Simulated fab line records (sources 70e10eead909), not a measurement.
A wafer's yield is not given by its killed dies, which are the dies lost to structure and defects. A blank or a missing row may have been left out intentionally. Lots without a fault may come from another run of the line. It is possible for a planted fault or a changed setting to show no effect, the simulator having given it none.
Problem report, 8D (eight disciplines) form, completed by code | flow nandHarc | the parts of the form that need people (team, actions taken, sign-off) are left out

== 1. WHAT WENT WRONG ==
At NHARC_A_ONON_D1_THK_MEAS_34, thkNm averages 267 nm over 3 wafers from 2 lots, while fault-free wafers read 202 nm, standard deviation 3.3. Measured from the usual mean, that is +20 standard deviations.
The step: measures by ellipsometry.
Seen first at day 12 23:02 on filmMetro-01, wafer L659.2. The record holds 36 wafers of 12 lots with a number at this step. The rule behind "out" and "out of limits": a value lying over 4 standard deviations away from the usual mean. The rest of the wafers with a number are treated as sound.

== 2. WHAT IT IS; WHAT IT IS NOT ==
question                    | is                         | is not
which readings at this step | thkNm                      | -
which lots                  | L659, L660                 | L648, L649, L650, L651, L657, L663, L664, L667, L669, L670
which wafers of those lots  | L659.2, L659.5, L660.4     | L659.6, L660.3, L660.5
read on which gauges        | filmMetro-01, filmMetro-02 | -
when                        | from day 12 23:02          | up to then (16 sound wafers); but 17 sound wafers of L660, L663, L664, L667, L669, L670 came after

== 3. SUSPECTS, AND WHAT RULES EACH OUT ==
Counting: any tool at a process step up to the reading remains a suspect provided it ran every lot that is out. Sound lots after the first of them don't rule it out here, since some wafers of a struck lot are sound.
- the gauge at NHARC_A_ONON_D1_THK_MEAS_34 has been ruled out. The wafers that are out were read on 2 gauges (filmMetro-01, filmMetro-02).
- rtpAnneal-02 at NHARC_A_ZERO_WELL_RTA_16 (time 10 s): kept. It ran every lot that is out, first L659 (day 11 08:50); its last sound lot up to then is L657 (day 10 10:22).
- pecvd-01 at NHARC_A_ONON_D1_DEP_33 (deposits SiO2, target thk 200 nm): kept. It ran every lot that is out, first L659 (day 12 22:43); its last sound lot up to then is L657 (day 11 19:01). Its own mfcPrecursorSccm readings are out on those wafers.
- At NHARC_A_ONON_D1_DEP_33, inside pecvd-01: chamber 2 took the wafers that are out, while their sound lot-mates went through chambers 0, 1.
Left after counting: rtpAnneal-02 at NHARC_A_ZERO_WELL_RTA_16, pecvd-01 at NHARC_A_ONON_D1_DEP_33.

== 4. THE CAUSE (what the simulator had put in) ==
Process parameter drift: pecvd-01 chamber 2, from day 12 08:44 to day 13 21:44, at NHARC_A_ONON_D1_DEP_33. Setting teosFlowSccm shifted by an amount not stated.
This tool is one of the 2 suspects left after counting.

== 5. THE CHAIN OF EFFECTS, in route order ==
Each row: a reading whose mean over the struck wafers that have a number lies more than 3 standard deviations from the usual. Only readings whose record carries a usual standard deviation are examined. hours: median over the lots of the time between each lot's start at the first step of this table that gives one and its start at this step. sigmas: the change, counted in usual standard deviations.
hours | step                        | reading          | usual      | on struck wafers | change | sigmas
0     | NHARC_A_ONON_D1_DEP_33      | mfcPrecursorSccm | 161.4 sccm | 211.5            | +50.1  | +98
0     | NHARC_A_ONON_D1_THK_MEAS_34 | thkNm            | 202 nm     | 267              | +65    | +20
The process steps in it:
- NHARC_A_ONON_D1_DEP_33: deposits SiO2, target thk 200 nm.
Later steps that measure or inspect, where all struck wafers having a row at the step show a number for every such reading and not one has moved that far: NHARC_END_SORT_01.

== 6. WHAT WOULD HAVE CAUGHT IT SOONER ==
In this record the first reading out of limits at a measuring or inspecting step was taken at day 12 23:02, 14 hours after the fault began at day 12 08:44.
Tool's own readings at NHARC_A_ONON_D1_DEP_33, mfcPrecursorSccm: out on all struck wafers the step has rows for; an alarm limit on them would have tripped on the first.
Lots out: 2; of these, L660 started NHARC_A_ONON_D1_DEP_33 on pecvd-01 after day 12 23:02. Putting the tool on hold at that point would have spared it.
